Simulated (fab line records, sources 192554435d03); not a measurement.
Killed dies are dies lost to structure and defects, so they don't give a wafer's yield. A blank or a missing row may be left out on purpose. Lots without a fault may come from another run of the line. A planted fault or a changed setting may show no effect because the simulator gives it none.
Which tool did it? | flow n5_finfet | 10 lots, 30 wafers sampled, at 1 step of a route of 1938

WHAT THE GAUGES READ, wafer by wafer
N5_BEOL_M5_OVL_MEAS_29. Usual: V4_OVL 0.2 nm, standard deviation 0.83.
lot  | measured     | on         | V4_OVL (nm)   | flag
L126 | day 8 21:44  | overlay-01 | 0.1 0.3 0.4   |
L127 | day 9 14:31  | overlay-02 | 0.4 1.1 1.1   |
L128 | day 9 18:09  | overlay-02 | -0.3 -1.2 0.3 |
L131 | day 11 03:13 | overlay-02 | -0.3 0.6 -0.8 |
L134 | day 11 10:19 | overlay-02 | -0.3 1.1 -0.5 |
L141 | day 12 20:26 | overlay-02 | -0.2 0.4 0.2  |
L138 | day 12 20:31 | overlay-01 | -1.6 0.9 -0.9 |
L144 | day 13 23:29 | overlay-02 | 0.1 -0.4 0.6  |
L145 | day 14 04:31 | overlay-01 | 1.2 1.0 -1.0  |
L147 | day 14 04:34 | overlay-02 | 0.8 -0.9 -0.3 |

WHICH TOOL RAN EACH LOT (tool, then ch and the chambers of the sampled wafers, then the start)
The record holds no process step before these readings.

WHAT THE TOOLS THEMSELVES READ (means of the sampled wafers that have a number; where no wafer has one, the mark that the record gives instead)
The record holds no such reading with a usual standard deviation.

THE ANSWER, worked out from the rows above alone
Rule: a lot is off if the mean of its wafers that have a number lies more than 3 standard deviations from the usual mean. A lot without any number at a reading at which 4 lots or more have one is off too. The other lots that the step has rows for count as sound. The gauges are gone through in route order, then the tools' own readings, and for those a lot's mean is taken as printed above. The first step at which some lot is off is used, and at that step the reading that is off furthest; a lot without a number counts as furthest.
No lot is off at any reading shown: from this, nothing can be told.

WHAT THE SIMULATOR HAD PUT IN
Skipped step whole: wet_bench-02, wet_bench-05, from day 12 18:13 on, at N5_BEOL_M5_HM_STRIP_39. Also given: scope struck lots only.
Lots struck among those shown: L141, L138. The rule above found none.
